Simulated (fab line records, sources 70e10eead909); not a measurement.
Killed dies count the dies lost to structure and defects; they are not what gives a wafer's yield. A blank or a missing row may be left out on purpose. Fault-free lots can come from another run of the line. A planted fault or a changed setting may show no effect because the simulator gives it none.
Chamber matching + flow nand-harc + NHARC_A_DECK1_JOINT_ETCHBACK_07 on rie-si-01 has 4 sister chambers
The step etches the open film in HBr, target depth 105 nm, time 26.9 s. 14 wafers are shown with their chamber, then 7 later ones without.

== EACH WAFER AND ITS CHAMBER ==
| wafer  | chamber | drypump-motor-current-A (A) | oes-product-au (a.u.) | bias-w (W) |
|--------|---------|-----------------------------|-----------------------|------------|
| L690.2 | 1       | 5.1                         | 1.003                 | 60.00      |
| L690.4 | 0       | 5.6                         | 0.987                 | 59.74      |
| L690.6 | 3       | 5.9                         | 1.002                 | 59.94      |
| L694.1 | 0       | 5.7                         | 0.990                 | 60.02      |
| L694.2 | 1       | 5.1                         | 1.000                 | 59.64      |
| L694.4 | 1       | 5.1                         | 1.009                 | 60.04      |
| L696.1 | 1       | 5.1                         | 1.008                 | 59.89      |
| L696.3 | 0       | 5.6                         | 0.996                 | 60.02      |
| L696.4 | 3       | 5.9                         | 1.007                 | 59.82      |
| L702.2 | 0       | 5.6                         | 0.997                 | 60.04      |
| L702.3 | 2       | 4.8                         | 1.009                 | 59.96      |
| L702.6 | 3       | 5.9                         | 0.983                 | 59.71      |
| L703.1 | 0       | 5.6                         | 1.005                 | 60.38      |
| L703.3 | 2       | 4.8                         | 1.009                 | 60.22      |

SIGNATURES (averages over the wafers above)
| reading                 | chamber 0 | chamber 1 | chamber 2 | chamber 3 | scatter within a chamber |
|-------------------------|-----------|-----------|-----------|-----------|--------------------------|
| drypump-motor-current-A | 5.620     | 5.100     | 4.800     | 5.900     | 0.0283                   |
| oes-product-au          | 0.99500   | 1.00500   | 1.00900   | 0.99733   | 0.00754                  |
| bias-w                  | 60.0400   | 59.8925   | 60.0900   | 59.8233   | 0.191                    |
Rule: a wafer lies at a distance from a chamber equal to the root of the sum of squares, over the readings, of (its reading less the chamber's mean, divided by the reading's scatter). If the next closest chamber is less than 2 further off than the closest, the wafer can't be placed; otherwise it belongs to the closest. The scatter: take each reading less its chamber's mean, square it, sum over the shown wafers, divide by the number of wafers less the number of chambers, and take the root.

== WAFERS WITH NO CHAMBER GIVEN ==
| wafer  | drypump-motor-current-A (A) | oes-product-au (a.u.) | bias-w (W) |
|--------|-----------------------------|-----------------------|------------|
| L703.6 | 5.6                         | 1.006                 | 60.17      |
| L706.2 | 5.1                         | 0.987                 | 59.70      |
| L706.4 | 4.8                         | 1.010                 | 59.75      |
| L706.5 | 4.8                         | 1.009                 | 59.81      |
| L709.1 | 4.8                         | 0.997                 | 60.14      |
| L709.3 | 5.9                         | 0.982                 | 60.18      |
| L709.6 | 5.6                         | 1.001                 | 60.16      |

== WHICH CHAMBER EACH ONE RAN IN ==
| wafer  | from the rows above | in truth |
|--------|---------------------|----------|
| L703.6 | 0                   | 0        |
| L706.2 | 1                   | 1        |
| L706.4 | 2                   | 2        |
| L706.5 | 2                   | 2        |
| L709.1 | 2                   | 2        |
| L709.3 | 3                   | 3        |
| L709.6 | 0                   | 0        |
Correct placement for 7 of the 7. Not placeable from these rows: 0. Placed wrongly: 0.
